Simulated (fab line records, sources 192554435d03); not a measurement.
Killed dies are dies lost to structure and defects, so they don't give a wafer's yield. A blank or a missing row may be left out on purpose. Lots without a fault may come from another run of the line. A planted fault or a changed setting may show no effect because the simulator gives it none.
Chamber matching | flow n5_finfet | N5_BEOL_M6_CURE_74 on uv_cure-01: 3 sister chambers
The step cures SiCOH lowk, time 240 s. 3 wafers are shown with their chamber, then 9 later ones without.

WAFERS WITH THEIR CHAMBER
wafer  | chamber | wafer_temp_C_max
L090.5 | 1       | 386.8
L092.5 | 2       | 386.2
L091.5 | 0       | 386.4

WAFERS WITHOUT THEIR CHAMBER
wafer  | wafer_temp_C_max
L093.3 | 386.5
L093.5 | 386.7
L093.6 | 386.9
L095.2 | 386.4
L095.5 | 386.9
L095.6 | 386.8
L097.2 | 386.5
L097.4 | 386.1
L097.6 | 386.3

WHICH CHAMBER EACH WENT THROUGH
wafer  | from the rows above     | in truth
L093.3 | 0                       | 0
L093.5 | 1                       | 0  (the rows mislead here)
L093.6 | 1                       | 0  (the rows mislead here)
L095.2 | 0                       | 0
L095.5 | 1                       | 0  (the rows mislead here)
L095.6 | 1                       | 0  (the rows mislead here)
L097.2 | 0                       | 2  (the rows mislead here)
L097.4 | 2                       | 2
L097.6 | can't be placed: 0 or 2 | 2
Placed correctly: 3 of 9. Can't be placed from these rows: 1 (the true chamber is among the candidates in 1). Placed wrongly: 5.
How it was worked out, from the rows above alone: a wafer's distance from a chamber is the root of the sum, over the readings, of the square of ((its reading less the chamber's mean) divided by the reading's scatter). The wafer belongs to the nearest chamber; if the next one is less than 2 further off, it can't be placed. A chamber's mean is the mean of its shown wafers. The scatter: with one shown wafer a chamber, the root of the mean of the squares of how far each hidden wafer lies from its nearest shown one.
